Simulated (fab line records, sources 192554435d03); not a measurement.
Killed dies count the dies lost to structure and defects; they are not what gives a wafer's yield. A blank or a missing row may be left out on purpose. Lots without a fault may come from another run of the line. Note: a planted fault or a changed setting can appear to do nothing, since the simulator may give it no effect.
Comparing a struck lot with a sound one || flow n5_finfet || 15 out of 1938 route steps
Sound: wafers L204.4, L204.5, L204.6. Struck: wafer L208.4. (L208.1, L208.2 of the same lot were not struck and are left out.) The cause comes at the end.
Each step with rows lists, per side, the tool, then ch with its chambers, then its first start. Under that, the readings that differ: sound wafers || struck wafers || difference of the means || sigmas: that difference in standard deviations of wafers without a fault.
alike: same words and numbers on both sides, and readings whose means sit less than 2 such deviations apart. not compared: any withheld reading, any reading some wafer has no value for, any bound like >300 that may hide the same value, and any number with overlapping values for which the record gives no deviation.
Wherever a step has rows on one side only, a row that says differs or no value, or a row with sigmas, the two part there. Numbers that don't overlap but have no deviation are shown without sigmas and don't part them. Lack of a reading on every wafer of one side parts them only where that side has two or more wafers.

N5_GATE_CUT_ETCH_19: etches SiNx in CH3F/O2, target depth 53.7 nm, time 76.7 s.
  sound on rie_diel-05 ch 0,1,2, day 5 19:04; struck on rie_diel-05 ch 2, day 7 00:01
  alike: bias_w, drypump_motor_current_A, etch_rf_on_time_s, oes_product_au, rf_vpp_V, showerhead_plenum_p_Torr, throttle_valve_pct
  not compared: rf_hours_counter_h
then, 2 steps without rows for these wafers: N5_GATE_CUT_CUT_ETCH_53 (etches W in SF6/Cl2, target depth 79.2 nm); N5_GATE_CUT_CUT_ETCH_54 (etches TiN in Cl2/BCl3, target depth 96.7 nm).
N5_GATE_CUT_CUT_ETCH_55: etches HfO2 in BCl3, target depth 3.2 nm.
  sound on rie_metal-02 ch 0,1, day 5 19:18; struck on rie_metal-02 ch 1, day 7 00:15
  alike: bias_w, drypump_motor_current_A, oes_product_au, throttle_valve_pct
  not compared: rf_hours_counter_h
N5_GATE_CUT_ETCH_47: etches SiO2 in Cl2/BCl3, target depth 10 nm.
  sound on rie_metal-02 ch 0,1, day 5 19:20; struck on rie_metal-02 ch 1, day 7 00:17
  alike: bias_w, drypump_motor_current_A, oes_product_au, throttle_valve_pct
  not compared: rf_hours_counter_h
then, 3 steps without rows for these wafers: N5_GATE_CUT_VAPOR_ETCH_48 (etches TiN in BCl3/Cl2); N5_GATE_CUT_VAPOR_ETCH_49 (etches TiAlC in BCl3/Cl2); N5_GATE_CUT_VAPOR_ETCH_51 (etches HfO2 in BCl3/Cl2).
N5_GATE_CUT_STRIP_21: strips in N2/H2, time 30 s.
  sound on plasma_asher-02 ch 0,1, day 5 19:29; struck on plasma_asher-02 ch 1, day 7 00:25
  alike: drypump_motor_current_A, heater_power_w, n2_flow_sccm
  not compared: rf_hours_counter_h
then, 2 steps without rows for these wafers: N5_GATE_CUT_STRIP_29 (strips in post etch residue remover, time 60 s); N5_GATE_CUT_SRD_52 (time 30 s).
N5_GATE_CUT_ALD_22: deposits SiNx, target thk 16 nm, pulse time 1 s, ald cycles 320.
  sound on ald_sin-01 ch 1,2, day 5 19:37; struck on ald_sin-03 ch 1, day 7 00:34
{"reading": "heater_power_w (W)", "sound": "822 881 818", "struck": 622, "difference": -218, "sigmas": -2}
{"reading": "precursor_pulse_height_rel", "sound": "0.986 1.022 0.999", "struck": 0.949, "difference": -0.053, "sigmas": -3}
N5_GATE_CUT_CMP_23: polishes, stops on SiO2, t overpolish 23.4 s, target thk 16 nm.
  sound on cmp-01 ch 0,2,3, day 5 21:15; struck on cmp-01 ch 1, day 7 02:04
{"reading": "platen_rpm (rpm)", "sound": "51.81 51.79 51.83", "struck": 53.87, "difference": "+2.06", "sigmas": "+61"}
  alike: motor_current_A, overpolish_run_s, time_to_endpoint_s
N5_GATE_CUT_THK_MEAS_24:
  sound: film_metro-02 at day 5 21:26; struck: film_metro-01 at day 7 02:21
  alike: GC_FILL_THK
-- here the record skips 9 days between the struck wafers' starts before and after, leaving off in module GATE_CUT and picking up in module PASSIVATION (first step shown: number 1936 of the route) --
N5_PASSIVATION_PROBE_49:
  record: rows for the struck wafers here (prober-02, day 16 02:44), none for the sound ones

## WHERE THEY PART
At N5_GATE_CUT_ALD_22 first; at N5_PASSIVATION_PROBE_49 last (within this record only).

WHY: what the simulator had put in
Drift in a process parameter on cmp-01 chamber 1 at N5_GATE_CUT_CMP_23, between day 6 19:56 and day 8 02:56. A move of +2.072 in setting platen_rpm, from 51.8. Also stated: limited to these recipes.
